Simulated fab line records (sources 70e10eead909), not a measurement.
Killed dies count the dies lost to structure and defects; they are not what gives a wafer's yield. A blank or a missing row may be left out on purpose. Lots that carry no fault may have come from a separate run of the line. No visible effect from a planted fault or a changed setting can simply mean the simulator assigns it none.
fab line records	flow nand_harc
record: lots: 12	wafers: 35	last_day: 24
route steps=1159 shown THIN_TSV@1116 END@1159
lots with no fault: from the same line, run without faults
start_h: hours from the record's first day to the start of the lot's first wafer shown	wait_h: how many hours have passed since the lot's step before this one	" repeats the value in the row above	L1.1+2: a single row standing in for several wafers	- value missing, or start not given	* or withheld: withheld	< > ~ a bound
route shown NAME@n: a module of which the file shows steps, and the number in the route of the first	usual: average and standard deviation across the fault-free wafers	same: alike in all rows	chamber/n: place in a boat	sites: each site's reading	_std_site: standard deviation across them	_edge_site: inner sites' mean taken away from outer sites' mean	radius_mm: for every site, how far away it sits from the centre of the wafer	mask NAME#n: copy n	behind: the tool/chamber that last shaped the wafer	hold: reason for holding the lot/hours on hold/outcome of the hold	device: names the non-switching transistor (n, p or np)	end of line: the same wafers' tests at the end of the route	a step without rows: its recipe alone	killed: the dies lost at the first sort to structure and to defects; this is not the yield of the wafer	map: per-die view of a wafer (x killed, . not killed, _ where there is no die)
set.NAME: the setting as run; set.NAME@STEP: as run at that earlier step	model.NAME: the simulator's own value behind a step, which no gauge read
one table for each step of the route and one row for each wafer, over a sample of lots
services: the hour from which a tool's chamber was out of use, counted from the record's first day as start_h (under 0 if before that day), plus the number of hours and why
== steps ==
step: NHARC_THIN_TSV_CD_MEAS_12
recipe: target_cd_nm: 1000	landing_energy_ev: 500
usual: cd_nm: 1000.6/2
lot.wafer	tool	chamber	start_h	wait_h	cd_nm
L589.1	cd_sem-03	0	431.18	-	998.2
L589.2	"	0	"	"	998.1
L589.5	"	0	"	"	998.2
L592.3	cd_sem-02	0	442.91	-	999.7
L592.4	"	0	"	"	1000.5
L592.6	"	0	"	"	1003.5
L590.2	cd_sem-02	0	444.43	-	1002.5
L590.3	"	0	"	"	998.4
L590.5	"	0	"	"	1001.8
L591.2	cd_sem-01	0	448.51	-	997.5
L591.4	"	0	"	"	1003.3
L591.5	"	0	"	"	998.0
L598.3	cd_sem-03	0	475.14	-	1001.2
L598.6	"	0	"	"	1000.7
L601.1	cd_sem-03	0	492.64	-	1000.7
L601.4	"	0	"	"	999.3
L601.6	"	0	"	"	1001.0
L605.1	cd_sem-03	0	517.38	-	999.7
L605.3	"	0	"	"	1002.4
L605.6	"	0	"	"	1000.1
L603.2	cd_sem-01	0	518.74	-	1000.0
L603.3	"	0	"	"	1002.4
L603.6	"	0	"	"	1001.3
L607.1	cd_sem-02	0	534.72	-	999.9
L607.3	"	0	"	"	999.5
L607.4	"	0	"	"	1003.9
L611.2	cd_sem-03	0	543.74	-	999.7
L611.4	"	0	"	"	1005.3
L611.5	"	0	"	"	1001.7
L612.2	cd_sem-02	0	544.92	-	1000.5
L612.4	"	0	"	"	1000.5
L612.6	"	0	"	"	1002.9
L610.1	cd_sem-03	0	558.27	-	1001.7
L610.3	"	0	"	"	1000.3
L610.6	"	0	"	"	1000.0
step: NHARC_THIN_TSV_DESCUM_14
recipe: time_s: 3	o2_flow_sccm: 200	ar_flow_sccm: 0	bias_power_w: 0	chemistry: O2
usual: drypump_motor_current_A: 6.0/0.48	oes_product_au: 1.003/0.02	rf_vpp_V: 57.8/0.89	run_length_s: 24.0/0.35	showerhead_plenum_p_Torr: 1.91/0.067	throttle_valve_pct: 11.311/0.0087
same: time_s: 3
lot.wafer	tool	chamber	start_h	wait_h	drypump_motor_current_A	oes_product_au	rf_hours_counter_h	rf_vpp_V	run_length_s	showerhead_plenum_p_Torr	throttle_valve_pct
L589.1	rie_diel-07	2	431.36	-	5.3	1.034	1	59.2	23.9	1.97	11.326
L589.2	"	3	"	"	6.2	0.963	1	58.5	23.7	1.92	11.319
L589.5	"	1	"	"	6.7	0.968	-	58.3	24.2	1.90	11.302
L592.4	rie_diel-07	0	443.07	-	6.2	1.015	2	57.3	24.3	1.79	11.320
L592.3	"	2	"	"	5.3	1.020	2	57.8	24.1	1.97	11.299
L592.6	"	3	"	"	6.2	0.974	-	57.0	24.2	1.92	11.321
L590.3	rie_diel-06	1	444.59	-	5.3	0.989	2	59.5	24.2	1.95	11.306
L590.2	"	0	"	"	5.8	0.991	1	58.8	23.7	1.81	11.316
L590.5	"	2	"	"	5.3	1.000	-	57.7	23.5	1.97	11.318
L591.2	rie_diel-07	3	448.67	-	6.2	0.971	3	57.7	24.0	1.92	11.313
L591.4	"	2	"	"	5.3	1.036	3	58.9	24.1	1.97	11.298
L591.5	"	0	"	"	6.3	1.024	-	57.3	24.3	1.79	11.320
L598.3	rie_diel-08	3	475.30	-	6.3	1.026	20	58.3	24.4	2.00	11.313
L598.6	"	3	"	"	6.3	1.023	-	58.0	24.6	2.00	11.311
L601.4	rie_diel-07	0	492.80	-	6.2	1.022	6	57.5	24.8	1.79	11.306
L601.1	"	2	"	"	5.3	1.035	6	58.1	24.0	1.97	11.313
L601.6	"	0	"	"	6.2	1.010	-	57.2	24.1	1.79	11.323
L605.3	rie_diel-07	1	517.54	-	6.7	0.979	7	56.9	23.8	1.89	11.314
L605.1	"	0	"	"	6.2	1.013	7	58.4	24.2	1.79	11.297
L605.6	"	2	"	"	5.3	1.024	-	55.9	23.9	1.97	11.314
L603.2	rie_diel-08	0	518.91	-	5.9	0.984	4	58.0	23.3	1.97	11.311
L603.3	"	1	"	"	5.1	1.000	3	59.0	24.4	1.89	11.322
L603.6	"	0	"	"	5.9	0.986	-	59.0	24.1	1.97	11.295
L607.4	rie_diel-07	0	534.90	-	6.3	1.019	9	57.6	24.2	1.79	11.310
L607.3	"	1	"	"	6.7	0.987	9	58.3	23.8	1.89	11.317
L607.1	"	2	"	"	5.3	1.033	9	58.5	24.2	1.97	11.295
L611.2	rie_diel-08	1	543.91	-	5.1	0.990	6	58.3	24.2	1.88	11.325
L611.4	"	2	"	"	6.3	0.969	6	58.5	24.1	1.84	11.304
L611.5	"	3	"	"	6.3	1.004	-	57.1	24.2	1.99	11.320
L612.2	rie_diel-06	3	545.08	-	5.8	1.008	8	59.0	23.5	1.94	11.331
L612.4	"	0	"	"	5.8	1.009	9	56.4	23.6	1.81	11.301
L612.6	"	0	"	"	5.8	1.015	-	57.5	23.8	1.81	11.304
L610.3	rie_diel-07	1	558.45	-	6.6	0.987	11	58.4	24.0	1.89	11.317
L610.1	"	2	"	"	5.3	1.043	11	57.4	24.1	1.97	11.312
L610.6	"	0	"	"	6.2	1.030	-	56.4	24.3	1.79	11.323
step: NHARC_THIN_TSV_ETCH_15
recipe: target_depth_a: 30000	bosch_target_overetch_cycles: 2	bosch_etch_step_s: 2.8	bosch_dep_step_s: 1.2	bosch_cycles: 14
usual: drypump_motor_current_A: 5.6/0.35
same: bosch_cycles: 14
lot.wafer	tool	chamber	start_h	wait_h	drypump_motor_current_A	rf_hours_counter_h
L589.1	rie_si-04	1	431.99	-	5.2	1.3
L589.2	"	0	"	"	6.3	1.3
L589.5	"	1	"	"	5.3	-
L592.3	rie_si-05	1	443.72	-	5.1	0.3
L592.4	"	0	"	"	5.6	0.2
L592.6	"	1	"	"	5.1	-
L590.3	rie_si-03	0	445.38	-	5.2	0.9
L590.2	"	3	"	"	5.9	1.0
L590.5	"	0	"	"	5.2	-
L591.2	rie_si-04	0	449.32	-	6.3	1.5
L591.4	"	2	"	"	5.6	1.5
L591.5	"	1	"	"	5.3	-
L598.3	rie_si-05	0	475.98	-	5.6	0.5
L598.6	"	3	"	"	5.6	-
L601.1	rie_si-05	3	493.47	-	5.6	0.6
L601.4	"	1	"	"	5.1	0.6
L601.6	"	3	"	"	5.6	-
L605.1	rie_si-05	3	518.22	-	5.6	0.8
L605.3	"	0	"	"	5.6	0.9
L605.6	"	1	"	"	5.1	-
L603.2	rie_si-05	1	519.56	-	5.1	0.8
L603.3	"	2	"	"	5.9	0.8
L603.6	"	0	"	"	5.6	-
L607.1	rie_si-05	0	535.54	-	5.6	1.1
L607.3	"	2	"	"	5.9	1.0
L607.4	"	1	"	"	5.1	-
L611.2	rie_si-05	3	544.54	-	5.6	0.9
L611.4	"	2	"	"	5.9	1.0
L611.5	"	3	"	"	5.6	-
L612.2	rie_si-03	2	545.74	-	6.3	0.1
L612.4	"	1	"	"	5.4	0.2
L612.6	"	3	"	"	5.9	-
L610.1	rie_si-04	2	559.08	-	5.6	0.9
L610.3	"	3	"	"	5.5	1.1
L610.6	"	3	"	"	5.5	-
step: NHARC_THIN_TSV_DESCUM_35
recipe: time_s: 3	o2_flow_sccm: 200	ar_flow_sccm: 0	bias_power_w: 0	chemistry: O2
usual: drypump_motor_current_A: 5.8/0.48	oes_product_au: 1.000/0.017	rf_vpp_V: 57.7/0.9	run_length_s: 23.9/0.38	showerhead_plenum_p_Torr: 1.91/0.065	throttle_valve_pct: 11.311/0.0095
lot.wafer	tool	chamber	start_h	wait_h	drypump_motor_current_A	oes_product_au	rf_hours_counter_h	rf_vpp_V	run_length_s	showerhead_plenum_p_Torr	throttle_valve_pct
L589.1	rie_diel-07	2	437.46	-	5.4	1.014	1	58.4	24.3	1.97	11.317
L589.2	"	3	"	"	6.2	0.975	2	57.1	23.8	1.92	11.310
L589.5	"	2	"	"	5.3	1.016	-	58.1	24.2	1.97	11.297
L592.3	rie_diel-06	1	449.07	-	5.2	0.995	2	58.9	24.1	1.95	11.331
L592.4	"	1	"	"	5.3	0.988	-	59.3	24.4	1.95	11.318
L592.6	"	2	"	"	5.3	1.010	-	58.8	24.1	1.97	11.302
L590.2	rie_diel-06	0	450.66	-	5.8	0.998	2	57.3	23.6	1.81	11.304
L590.3	"	1	"	"	5.2	1.002	2	58.3	24.1	1.95	11.310
L590.5	"	0	"	"	5.8	0.998	-	57.8	23.5	1.81	11.320
L591.4	rie_diel-06	0	454.93	-	5.8	0.998	2	55.9	23.4	1.81	11.313
L591.2	"	2	"	"	5.3	1.016	2	59.6	23.4	1.97	11.332
L591.5	"	1	"	"	5.3	1.000	-	56.1	23.9	1.95	11.307
L598.3	rie_diel-06	3	481.34	-	5.8	0.992	3	58.8	22.8	1.94	11.308
L598.6	"	1	"	"	5.3	0.983	-	57.1	24.0	1.95	11.328
L601.4	rie_diel-08	0	498.71	-	5.9	0.988	1	57.4	23.2	1.97	11.323
L601.1	"	1	"	"	5.1	1.011	1	57.1	24.6	1.89	11.302
L601.6	"	0	"	"	5.9	0.987	-	57.8	23.5	1.97	11.308
L605.1	rie_diel-08	0	523.57	-	5.9	0.987	4	57.3	23.2	1.97	11.291
L605.3	"	1	"	"	5.1	1.015	3	56.9	24.1	1.88	11.316
L605.6	"	3	"	"	6.3	1.008	-	57.7	24.8	2.00	11.301
L603.3	rie_diel-08	3	525.07	-	6.3	1.013	4	58.4	24.4	2.00	11.319
L603.2	"	0	"	"	5.9	0.982	4	58.6	23.6	1.97	11.305
L603.6	"	0	"	"	6.0	0.984	-	59.0	23.7	1.97	11.316
L607.1	rie_diel-08	1	540.80	-	5.1	0.998	6	58.1	24.8	1.88	11.308
L607.3	"	3	"	"	6.3	1.017	6	56.9	24.7	2.00	11.313
L607.4	"	0	"	"	5.9	0.992	6	60.0	23.4	1.97	11.300
L611.2	rie_diel-07	3	550.84	-	6.2	0.984	11	58.8	24.3	1.91	11.308
L611.4	"	1	"	"	6.7	0.994	11	57.2	23.9	1.89	11.298
L611.5	"	3	"	"	6.2	0.981	-	57.5	23.6	1.91	11.319
L612.4	rie_diel-07	1	552.22	-	6.7	0.987	11	57.0	23.7	1.89	11.313
L612.2	"	2	"	"	5.3	1.029	11	57.6	24.0	1.97	11.316
L612.6	"	1	"	"	6.6	0.993	-	57.9	23.8	1.89	11.302
L610.1	rie_diel-08	3	564.68	-	6.3	1.004	7	59.1	24.1	1.99	11.313
L610.3	"	0	"	"	5.9	0.985	8	58.1	23.2	1.97	11.311
L610.6	"	3	"	"	6.2	1.012	-	58.5	24.5	2.00	11.292
step: NHARC_END_SORT_01
recipe: temp_c: 25
usual: defect_limited_yield: 95.7/1.5	killed_at_array: 25/10	killed_at_other: 0.6/0.91	killed_at_periphery: 3.6/2.9	killed_dies: 29/10	killed_open: 3.3/2	killed_short: 1.9/1.5	sort_bin_2_pct: 1.3/0.61	sort_bin_3_pct: 0.26/0.19	sort_bin_4_pct: 2.7/1	sort_n_pass: 648/10	sort_rim_yield_pct: 94/3.2	sort_yield_pct: 95.7/1.5
same: gross_dies: 677	sort_bin_5_pct[%]: 0	sort_bin_6_pct[%]: 0	sort_bin_7_pct[%]: 0	sort_bin_8_pct[%]: 0	sort_rim_n_gross: 106.00
lot.wafer	tool	chamber	start_h	wait_h	defect_limited_yield[%]	killed_at_array	killed_at_other	killed_at_periphery	killed_dies	killed_open	killed_short	sort_bin_2_pct[%]	sort_bin_3_pct[%]	sort_bin_4_pct[%]	sort_n_pass	sort_rim_yield_pct[%]	sort_yield_pct[%]
L589.1	prober-02	0	444.57	2.5	97.3	14	0	4	18	5	2	1.3	0.44	0.9	659	95	97.3
L589.2	prober-02	0	445.38	2.8	97.8	13	0	2	15	1	2	1.3	0	0.9	662	98	97.8
L589.5	prober-02	0	447.81	3.7	96.3	23	0	2	25	4	0	1.2	0	2.5	652	92	96.3
L592.3	prober-01	0	461.30	3.1	98.4	8	1	2	11	2	2	0.1	0.30	1.2	666	97	98.4
L592.4	prober-01	0	462.10	3.4	97.8	10	2	3	15	3	3	0.3	0.30	1.6	662	97	97.8
L592.6	prober-01	0	463.71	4.0	98.2	11	0	1	12	4	1	0.3	0.15	1.3	665	98	98.2
L590.2	prober-01	0	468.34	2.8	96.0	20	1	6	27	4	2	1.0	0.30	2.7	650	92	96.0
L590.3	prober-01	0	469.14	3.1	94.5	34	0	3	37	5	4	1.9	0.15	3.4	640	88	94.5
L590.5	prober-01	0	470.76	3.7	95.3	29	1	2	32	6	2	1.5	0.59	2.7	645	92	95.3
L591.2	prober-02	0	468.80	2.8	96.5	20	0	4	24	1	1	0.7	0.30	2.5	653	93	96.5
L591.4	prober-02	0	470.41	3.4	96.5	20	0	4	24	3	2	1.0	0.15	2.4	653	94	96.5
L591.5	prober-02	0	471.22	3.7	97.5	12	0	5	17	2	0	1.2	0.15	1.2	660	95	97.5
L598.3	prober-02	0	501.04	3.1	96.8	17	0	5	22	2	1	1.0	0.30	1.9	655	92	96.8
L598.6	prober-02	0	503.43	4.0	93.8	32	0	10	42	1	4	1.6	0.74	3.8	635	94	93.8
L601.1	prober-02	0	507.23	2.5	95.0	30	1	3	34	2	3	1.5	0.15	3.4	643	92	95.0
L601.4	prober-02	0	509.61	3.4	95.4	28	1	2	31	4	3	1.6	0	3.0	646	93	95.4
L601.6	prober-02	0	511.19	4.0	95.6	27	1	2	30	6	2	1.5	0.30	2.7	647	92	95.6
L605.1	prober-01	0	532.36	2.5	96.6	13	0	10	23	1	0	1.5	0	1.9	654	96	96.6
L605.3	prober-01	0	533.95	3.1	96.6	13	0	10	23	1	2	0.6	0.44	2.4	654	97	96.6
L605.6	prober-01	0	536.34	4.0	96.2	15	0	11	26	2	3	0.6	0.15	3.1	651	97	96.2
L603.2	prober-02	0	533.20	2.8	91.4	55	0	3	58	7	0	3.7	0.44	4.4	619	92	91.4
L603.3	prober-02	0	533.99	3.1	92.8	49	0	0	49	2	1	1.6	0.44	5.2	628	92	92.8
L603.6	prober-02	0	536.37	4.0	92.6	50	0	0	50	2	1	2.7	0.15	4.6	627	95	92.6
L607.1	prober-02	0	548.38	2.5	90.8	60	1	1	62	5	1	3.1	0.15	5.9	615	92	90.8
L607.3	prober-02	0	550.00	3.1	93.9	41	0	0	41	5	1	2.5	0.30	3.2	636	82	93.9
L607.4	prober-02	0	550.81	3.4	95.1	32	1	0	33	2	2	1.9	0.44	2.5	644	95	95.1
L611.2	prober-02	0	560.07	2.8	95.4	30	1	0	31	4	0	1.3	0.30	3.0	646	98	95.4
L611.4	prober-02	0	561.65	3.4	92.3	46	2	4	52	4	4	2.5	0.59	4.6	625	96	92.3
L611.5	prober-02	0	562.44	3.7	94.5	36	0	1	37	0	0	1.8	0.30	3.4	640	96	94.5
L612.2	prober-02	0	567.81	2.8	95.1	30	3	0	33	1	2	2.1	0.15	2.7	644	93	95.1
L612.4	prober-02	0	569.41	3.4	94.4	33	0	5	38	6	2	1.6	0.59	3.4	639	91	94.4
L612.6	prober-02	0	571.02	4.0	94.7	34	1	1	36	4	0	1.5	0.15	3.7	641	92	94.7
L610.1	prober-01	0	573.20	2.5	96.8	14	0	8	22	4	0	0.7	0.15	2.4	655	95	96.8
L610.3	prober-01	0	574.81	3.1	97.5	13	0	4	17	5	2	0.9	0	1.6	660	97	97.5
L610.6	prober-01	0	577.22	4.0	96.8	14	0	8	22	4	3	0.7	0.15	2.4	655	96	96.8
killed by level:class
L589.1 A_SLIT:chamber_film_flake=6 A_M0:geometric_particle:open=2 P_M1:chamber_film_flake=2 A_CHANNEL_HOLE_D1:chamber_film_flake=2 P_CONTACT:geometric_particle:open=1 P_M0:geometric_particle:short=1 A_CONTACT:geometric_particle:open=1 A_CONTACT:geometric_particle:short=1
L589.2 A_SLIT:chamber_film_flake=10 P_CONTACT:geometric_particle:short=1 P_M0:geometric_particle:open=1 A_CONTACT:geometric_particle:short=1 A_CHANNEL_HOLE_D1:chamber_film_flake=1 A_WL_FILL:chamber_film_flake=1
L589.5 A_SLIT:chamber_film_flake=12 A_CHANNEL_HOLE_D1:chamber_film_flake=3 A_CONTACT:chamber_film_flake=3 A_CHANNEL_FILL_D1:geometric_particle:open=1 A_WL_FILL:geometric_particle:open=1 A_BLC:geometric_particle:open=1 A_M0:geometric_particle:open=1 P_STI:chamber_film_flake=1
L592.3 A_CHANNEL_HOLE_D1:chamber_film_flake=2 P_M0:geometric_particle:open=1 A_CHANNEL_HOLE_D1:geometric_particle:short=1 A_CONTACT:geometric_particle:open=1 STARTING-WAFER:geometric_particle:short=1 P_M1:chamber_film_flake=1 A_ZERO_WELL:chamber_film_flake=1 A_SLIT:chamber_film_flake=1
L592.4 A_ZERO_WELL:chamber_film_flake=2 A_M0:chamber_film_flake=2 THIN_TSV:chamber_film_flake=2 P_CONTACT:geometric_particle:open=1 P_M1:geometric_particle:open=1 A_CHANNEL_FILL_D1:geometric_particle:short=1 A_SGD_CUT:geometric_particle:short=1 A_M0:geometric_particle:open=1
L592.6 A_STAIRCASE:chamber_film_flake=3 A_M0:chamber_film_flake=2 P_CONTACT:geometric_particle:open=1 A_ONON_D1:geometric_particle:open=1 A_CONTACT:geometric_particle:short=1 A_CONTACT:geometric_particle:open=1 A_M1:geometric_particle:open=1 A_ZERO_WELL:chamber_film_flake=1
L590.2 A_SLIT:chamber_film_flake=11 A_CONTACT:chamber_film_flake=5 P_M0:geometric_particle:open=2 P_GATE:geometric_particle:open=1 P_M1:geometric_particle:open=1 A_CHANNEL_FILL_D1:geometric_particle:short=1 P_ZERO_WELL:chamber_film_flake=1 P_GATE:chamber_film_flake=1
L591.2 A_SLIT:chamber_film_flake=11 A_CONTACT:chamber_film_flake=5 P_STI:chamber_film_flake=3 A_CHANNEL_HOLE_D1:chamber_film_flake=2 P_CONTACT:geometric_particle:open=1 A_SOURCE_PLATE:geometric_particle:short=1 A_STAIRCASE:chamber_film_flake=1
L590.3 A_SLIT:chamber_film_flake=9 A_CONTACT:chamber_film_flake=7 A_CHANNEL_HOLE_D1:chamber_film_flake=6 A_SGD_CUT:chamber_film_flake=4 P_M0:geometric_particle:open=2 A_CHANNEL_FILL_D1:geometric_particle:short=2 P_M0:geometric_particle:short=1 A_SGD_CUT:geometric_particle:open=1
L591.4 A_SLIT:chamber_film_flake=10 A_CONTACT:chamber_film_flake=3 A_WL_FILL:geometric_particle:open=2 P_CONTACT:chamber_film_flake=2 A_CHANNEL_HOLE_D1:chamber_film_flake=2 P_M2:geometric_particle:open=1 A_CHANNEL_FILL_D1:geometric_particle:short=1 A_WL_FILL:geometric_particle:short=1
L590.5 A_SLIT:chamber_film_flake=9 A_CONTACT:chamber_film_flake=6 A_CHANNEL_HOLE_D1:chamber_film_flake=4 A_SGD_CUT:chamber_film_flake=2 P_M0:geometric_particle:short=1 P_M0:geometric_particle:open=1 A_CHANNEL_HOLE_D1:geometric_particle:short=1 A_CHANNEL_HOLE_D1:geometric_particle:open=1
L591.5 A_SLIT:chamber_film_flake=8 P_STI:chamber_film_flake=2 P_CONTACT:chamber_film_flake=2 A_STAIRCASE:chamber_film_flake=2 P_GATE:geometric_particle:open=1 A_CONTACT:geometric_particle:open=1 A_CHANNEL_HOLE_D1:chamber_film_flake=1
L598.3 A_CHANNEL_HOLE_D1:chamber_film_flake=9 P_STI:chamber_film_flake=4 A_STAIRCASE:chamber_film_flake=3 A_CONTACT:chamber_film_flake=2 A_CHANNEL_FILL_D1:geometric_particle:short=1 A_SLIT:geometric_particle:open=1 A_BLC:geometric_particle:open=1 P_CONTACT:chamber_film_flake=1
L598.6 A_CHANNEL_HOLE_D1:chamber_film_flake=21 P_STI:chamber_film_flake=4 P_CONTACT:chamber_film_flake=4 A_STAIRCASE:chamber_film_flake=3 A_M0:geometric_particle:short=2 A_WL_FILL:chamber_film_flake=2 A_ONON_D1:geometric_particle:open=1 A_CHANNEL_HOLE_D1:geometric_particle:short=1
L601.1 A_SLIT:chamber_film_flake=14 A_STAIRCASE:chamber_film_flake=6 A_CONTACT:chamber_film_flake=4 A_CHANNEL_HOLE_D1:geometric_particle:short=2 A_CHANNEL_HOLE_D1:chamber_film_flake=2 P_M0:geometric_particle:open=1 P_M0:geometric_particle:short=1 P_M1:geometric_particle:open=1
L601.4 A_SLIT:chamber_film_flake=12 A_CHANNEL_HOLE_D1:chamber_film_flake=3 A_STAIRCASE:chamber_film_flake=3 A_CONTACT:chamber_film_flake=2 P_CONTACT:geometric_particle:open=1 A_CHANNEL_FILL_D1:geometric_particle:short=1 A_SGD_CUT:geometric_particle:short=1 A_SLIT:geometric_particle:open=1
L601.6 A_SLIT:chamber_film_flake=12 A_CHANNEL_HOLE_D1:chamber_film_flake=3 A_STAIRCASE:chamber_film_flake=3 A_CONTACT:geometric_particle:open=2 P_GATE:chamber_film_flake=2 A_ONON_D1:geometric_particle:open=1 A_CHANNEL_HOLE_D1:geometric_particle:short=1 A_CHANNEL_FILL_D1:geometric_particle:open=1
L605.1 A_CONTACT:chamber_film_flake=8 P_ZERO_WELL:chamber_film_flake=6 A_STAIRCASE:chamber_film_flake=4 P_GATE:chamber_film_flake=2 P_CONTACT:geometric_particle:open=1 P_M2:chamber_film_flake=1 A_CHANNEL_HOLE_D1:chamber_film_flake=1
L603.2 A_CHANNEL_HOLE_D1:chamber_film_flake=25 A_SLIT:chamber_film_flake=13 A_ZERO_WELL:chamber_film_flake=4 A_STAIRCASE:chamber_film_flake=4 A_WL_FILL:chamber_film_flake=3 P_STI:geometric_particle:open=1 P_GATE:geometric_particle:open=1 A_ONON_D1:geometric_particle:open=1
L605.3 P_ZERO_WELL:chamber_film_flake=8 A_CHANNEL_HOLE_D1:chamber_film_flake=3 A_STAIRCASE:chamber_film_flake=3 A_ZERO_WELL:chamber_film_flake=2 A_CONTACT:chamber_film_flake=2 P_M1:geometric_particle:open=1 A_ONON_D1:geometric_particle:short=1 A_CONTACT:geometric_particle:short=1
L603.3 A_CHANNEL_HOLE_D1:chamber_film_flake=16 A_SLIT:chamber_film_flake=13 A_CONTACT:chamber_film_flake=7 A_STAIRCASE:chamber_film_flake=5 A_ZERO_WELL:chamber_film_flake=2 A_WL_FILL:chamber_film_flake=2 A_CHANNEL_HOLE_D1:geometric_particle:short=1 A_CONTACT:geometric_particle:open=1
L605.6 P_ZERO_WELL:chamber_film_flake=7 A_CHANNEL_HOLE_D1:chamber_film_flake=4 A_STAIRCASE:chamber_film_flake=4 A_CONTACT:chamber_film_flake=3 P_M0:geometric_particle:open=1 P_M2:geometric_particle:short=1 A_CHANNEL_FILL_D1:geometric_particle:open=1 A_SLIT:geometric_particle:short=1
L603.6 A_CHANNEL_HOLE_D1:chamber_film_flake=23 A_SLIT:chamber_film_flake=15 A_STAIRCASE:chamber_film_flake=3 A_WL_FILL:chamber_film_flake=3 A_CONTACT:chamber_film_flake=3 A_CONTACT:geometric_particle:open=2 A_CHANNEL_FILL_D1:geometric_particle:short=1
L607.1 A_CHANNEL_HOLE_D1:chamber_film_flake=26 A_SLIT:chamber_film_flake=18 A_STAIRCASE:chamber_film_flake=8 A_CONTACT:geometric_particle:open=2 A_CONTACT:chamber_film_flake=2 P_M1:geometric_particle:open=1 A_BLC:geometric_particle:open=1 A_M0:geometric_particle:short=1
L607.3 A_SLIT:chamber_film_flake=13 A_CHANNEL_HOLE_D1:chamber_film_flake=10 A_STAIRCASE:chamber_film_flake=10 A_M1:geometric_particle:open=2 A_CONTACT:chamber_film_flake=2 A_ONON_D1:geometric_particle:open=1 A_SLIT:geometric_particle:open=1 A_BLC:geometric_particle:short=1
L607.4 A_CHANNEL_HOLE_D1:chamber_film_flake=12 A_SLIT:chamber_film_flake=10 A_STAIRCASE:chamber_film_flake=5 A_CONTACT:chamber_film_flake=2 A_ONON_D1:geometric_particle:short=1 A_ONON_D1:geometric_particle:open=1 A_SGD_CUT:geometric_particle:short=1 STARTING-WAFER:geometric_particle:open=1
L611.2 A_CHANNEL_HOLE_D1:chamber_film_flake=20 A_CONTACT:chamber_film_flake=3 A_BLC:chamber_film_flake=3 A_ONON_D1:geometric_particle:open=1 A_CONTACT:geometric_particle:open=1 A_BLC:geometric_particle:open=1 STARTING-WAFER:geometric_particle:open=1 A_STAIRCASE:chamber_film_flake=1
L611.4 A_CHANNEL_HOLE_D1:chamber_film_flake=36 A_CONTACT:chamber_film_flake=3 A_CHANNEL_FILL_D1:geometric_particle:short=2 A_CONTACT:geometric_particle:open=2 P_M0:geometric_particle:open=1 A_SOURCE_PLATE:geometric_particle:short=1 A_M0:geometric_particle:open=1 P_ZERO_WELL:chamber_film_flake=1
L611.5 A_CHANNEL_HOLE_D1:chamber_film_flake=23 A_BLC:chamber_film_flake=5 A_STAIRCASE:chamber_film_flake=4 P_M0:chamber_film_flake=1 A_CHANNEL_FILL_D1:chamber_film_flake=1 A_SLIT:chamber_film_flake=1 A_WL_FILL:chamber_film_flake=1 A_CONTACT:chamber_film_flake=1
L612.2 A_SLIT:chamber_film_flake=13 A_CHANNEL_HOLE_D1:chamber_film_flake=8 THIN_TSV:chamber_film_flake=3 A_WL_FILL:chamber_film_flake=2 A_CONTACT:chamber_film_flake=2 A_ONON_D1:geometric_particle:short=1 A_CHANNEL_HOLE_D1:geometric_particle:short=1 A_WL_FILL:geometric_particle:open=1
L612.4 A_SLIT:chamber_film_flake=15 A_CONTACT:chamber_film_flake=5 A_CHANNEL_HOLE_D1:chamber_film_flake=4 P_CONTACT:geometric_particle:open=2 A_CONTACT:geometric_particle:open=2 A_STAIRCASE:chamber_film_flake=2 A_WL_FILL:chamber_film_flake=2 P_CONTACT:geometric_particle:short=1
L612.6 A_SLIT:chamber_film_flake=19 A_CONTACT:chamber_film_flake=4 A_CONTACT:geometric_particle:open=2 A_ZERO_WELL:chamber_film_flake=2 A_CHANNEL_HOLE_D1:chamber_film_flake=2 A_STAIRCASE:chamber_film_flake=2 A_WL_FILL:chamber_film_flake=2 P_M0:geometric_particle:open=1
L610.1 A_CHANNEL_HOLE_D1:chamber_film_flake=8 P_GATE:chamber_film_flake=5 A_STAIRCASE:chamber_film_flake=2 A_WL_FILL:chamber_film_flake=2 P_CONTACT:geometric_particle:open=1 P_M0:geometric_particle:open=1 A_CHANNEL_FILL_D1:geometric_particle:open=1 A_SGD_CUT:geometric_particle:open=1
L610.3 A_CHANNEL_HOLE_D1:chamber_film_flake=5 A_CONTACT:chamber_film_flake=2 P_M0:geometric_particle:open=1 P_M2:geometric_particle:open=1 A_SOURCE_PLATE:geometric_particle:short=1 A_ONON_D1:geometric_particle:short=1 A_CONTACT:geometric_particle:open=1 A_BLC:geometric_particle:open=1
L610.6 A_CHANNEL_HOLE_D1:chamber_film_flake=5 A_CONTACT:chamber_film_flake=3 P_ZERO_WELL:chamber_film_flake=2 P_GATE:chamber_film_flake=2 A_STAIRCASE:chamber_film_flake=2 P_GATE:geometric_particle:short=1 P_CONTACT:geometric_particle:open=1 P_M0:geometric_particle:short=1
== services ==
tool	chamber	start_h	hours	kind
rie_si-04	0	411.40	1.2	repair
rie_diel-08	1	414.05	10.7	repair
rie_si-05	-	416.06	9.0	pm
rie_diel-06	-	418.20	9.0	pm
rie_diel-06	2	430.47	4.1	repair
rie_si-04	1	438.59	6.4	repair
rie_si-04	2	439.40	5.9	repair
rie_diel-06	3	442.27	10.6	repair
rie_diel-08	0	447.31	7.7	repair
rie_si-04	-	454.95	9.0	pm
rie_si-04	1	464.88	5.6	repair
rie_diel-07	-	465.82	0.5	repair
rie_diel-08	-	478.80	9.0	pm
rie_diel-07	-	492.08	0.6	repair
rie_si-04	1	493.85	7.5	repair
rie_si-03	2	503.02	25.1	repair
rie_si-03	-	509.00	9.0	pm
rie_diel-08	1	516.01	2.6	repair
rie_si-05	3	523.76	15.7	repair
rie_diel-08	3	547.34	1.5	repair
rie_diel-07	3	548.37	2.4	repair
rie_si-05	-	549.16	0.1	repair
rie_diel-06	1	549.66	2.9	repair
rie_diel-06	0	553.68	15.1	repair
== key ==
first_sign: step: NHARC_THIN_TSV_DESCUM_35	reading: run_length_s	direction: down	sigmas: 3	usual: *	struck: *
effect none on later readings
met_at NHARC_THIN_TSV_DESCUM_35
struck_lots L598
struck_wafers L598.3
not_acting_at NHARC_THIN_TSV_CD_MEAS_12,NHARC_THIN_TSV_DESCUM_14,NHARC_THIN_TSV_ETCH_15
onset_between 454.93 481.34
fault: kind: process_parameter_drift	tool: rie_diel-06	chamber: -	onset_h: 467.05	steps: NHARC_THIN_TSV_DESCUM_35	channel: time_s	offset: *	shape: step	end_h: 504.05	scope: struck_wafers_only	acts_in: *	stated: *
